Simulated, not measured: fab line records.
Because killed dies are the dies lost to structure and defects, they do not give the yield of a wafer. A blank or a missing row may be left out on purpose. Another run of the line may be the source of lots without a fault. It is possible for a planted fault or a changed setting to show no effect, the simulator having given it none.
The same fault as seen by 2 desks	flow n5-finfet	only its own numbers are on each desk; what lay behind them is given at the end

THE TOOL OWNER'S DESK: litho-track-01
The tool's own readings at N5_BEOL_M1_COAT_61 (time 60 s, resist thk 60 nm): means of the sampled wafers that have a number, for each lot that ran on this tool. The brackets show how far a lot's mean lies from the usual mean; more than 4 standard deviations puts the lot out of limits, marked OUT.
Columns: A = spin-speed-rpm at N5_BEOL_M1_COAT_61, usual 1499.9 rpm
lot	first seen here	A
L232	day 6 13:03	1501.2
L241	day 8 13:53	1500.0
L251	day 11 03:01	1353.0 (-99 or more) OUT
L252	day 11 06:59	1352.8 (-99 or more) OUT
This desk finds L251, L252 out of limits, L251 being first, at day 11 03:01 (spin-speed-rpm at N5_BEOL_M1_COAT_61). Within limits: L232, L241.

AT THE METROLOGY DESK
What the gauges read, lot by lot, whatever tool the lot ran on: means of the sampled wafers that have a number. The brackets show how far a lot's mean lies from the usual mean; more than 4 standard deviations puts the lot out of limits, marked OUT. 7 of its 11 readings are shown, namely those furthest out on some lot.
Columns: A = M1_OVL at N5_BEOL_M1_OVL_MEAS_12, usual -0.4 nm; B = DIBL_P at N5_BEOL_M4_RC_MEAS_101, usual 36.5 mV/V; C = IOFF_N at N5_BEOL_M4_RC_MEAS_101, usual 0.16 nA/um; D = ION_N at N5_BEOL_M4_RC_MEAS_101, usual 675 uA/um; E = SS_N at N5_BEOL_M4_RC_MEAS_101, usual 71.6 mV/dec; F = SS_P at N5_BEOL_M4_RC_MEAS_101, usual 73.3 mV/dec; G = VT_N at N5_BEOL_M4_RC_MEAS_101, usual 249 mV
lot	first seen here	A	B	C	D	E	F	G
L232	day 6 13:28	-0.3	35.8	0.16	676	71.7	73.2	249
L234	day 6 19:25	-0.2	35.3	0.13	680	71.2	73.1	253
L235	day 6 20:12	-0.3	37.2	0.17	675	72.1	73.8	248
L236	day 7 01:49	-0.7	35.7	0.15	680	71.3	72.4	251
L238	day 7 17:31	-1.7	33.3	0.11	663	70.6	71.8	254
L239	day 8 00:07	0.3	35.5	0.14	658	71.5	72.8	253
L241	day 8 14:11	-0.4	35.0	0.14	681	70.9	73.5	251
L244	day 9 12:29	-0.2	37.3	0.19	671	71.9	74.0	249
L246	day 10 01:52	-0.0	37.4	0.19	679	72.2	73.6	248
L251	day 11 03:28	-0.2	33.9	0.14	677	71.5	73.2	249
L252	day 11 07:16	-0.3	39.2	0.24	700	72.6	74.2	243
This desk's verdict: no lot among the 11 shows anything out of limits.

BROUGHT TOGETHER
The tool owner's desk could have raised an alarm at day 11 03:01, on L251, L252.
At the metrology desk, nothing out of limits was observed.
The metrology desk holds a record of L251, L252, inside its limits.
Every lot named ran N5_BEOL_M1_COAT_61 on litho-track-01.

WHAT HAD BEEN PUT IN BY THE SIMULATOR
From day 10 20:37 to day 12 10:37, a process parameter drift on litho-track-01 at N5_BEOL_M1_COAT_61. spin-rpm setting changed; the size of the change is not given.
Struck lots among those shown: L251, L252.
Hours from the fault's start to each desk's first reading out of limits: the tool owner's desk, 6.
